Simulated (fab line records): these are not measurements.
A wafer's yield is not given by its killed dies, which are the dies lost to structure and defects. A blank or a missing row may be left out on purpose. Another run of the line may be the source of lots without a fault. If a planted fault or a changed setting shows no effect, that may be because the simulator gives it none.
Chamber matching -- flow nand-harc -- 4 sister chambers for NHARC_A_CONTACT_ETCH_88 on rie-diel-01
The step etches the open film in CF4, target depth 39 nm, time 65 s. 14 wafers are shown with their chamber, then 6 later ones without.

EACH WAFER AND ITS CHAMBER
wafer,chamber,drypump-motor-current-A (A),oes-product-au (a.u.),rf-vpp-V (V)
L714.1,3,5.68,1.001,149.6
L714.2,0,6.15,0.998,152.6
L714.5,1,5.83,1.009,153.7
L716.1,2,5.72,0.986,150.1
L716.2,1,5.88,0.998,151.3
L716.6,1,5.88,0.992,152.4
L719.3,3,5.67,1.010,150.1
L719.4,0,6.18,1.005,150.3
L719.5,1,5.92,0.999,152.4
L720.1,1,5.92,1.000,152.8
L720.2,0,6.19,0.997,152.0
L720.6,2,5.71,0.990,154.2
L730.1,3,5.69,1.000,149.5
L730.2,2,5.70,0.987,152.4

SIGNATURES (averages over the wafers above)
reading,chamber 0,chamber 1,chamber 2,chamber 3,scatter within a chamber
drypump-motor-current-A,6.1733,5.8860,5.7100,5.6800,0.0261
oes-product-au,1.00000,0.99960,0.98767,1.00367,0.00506
rf-vpp-V,151.633,152.520,152.233,149.733,1.2
Rule: a wafer lies at a distance from a chamber equal to the root of the sum of squares, over the readings, of (its reading less the chamber's mean, divided by the reading's scatter). If the next closest chamber is less than 2 further off than the closest, the wafer can't be placed; otherwise it belongs to the closest. The scatter: take each reading less its chamber's mean, square it, sum over the shown wafers, divide by the number of wafers less the number of chambers, and take the root.

WAFERS WITH NO CHAMBER GIVEN
wafer,drypump-motor-current-A (A),oes-product-au (a.u.),rf-vpp-V (V)
L732.2,6.16,1.008,152.2
L732.4,5.70,0.997,152.7
L732.6,5.88,1.004,152.6
L736.1,5.68,0.994,152.0
L736.4,5.88,0.999,151.7
L736.5,5.67,0.990,152.2

CHAMBER TAKEN BY EACH
wafer,from the rows above,in truth
L732.2,0,0
L732.4,can't be placed: 2 or 3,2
L732.6,1,1
L736.1,can't be placed: 2 or 3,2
L736.4,1,1
L736.5,can't be placed: 2 or 3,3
3 of 6 placed correctly. These rows do not allow placing 3 (true chamber among the candidates in 3). Wrongly placed: 0.
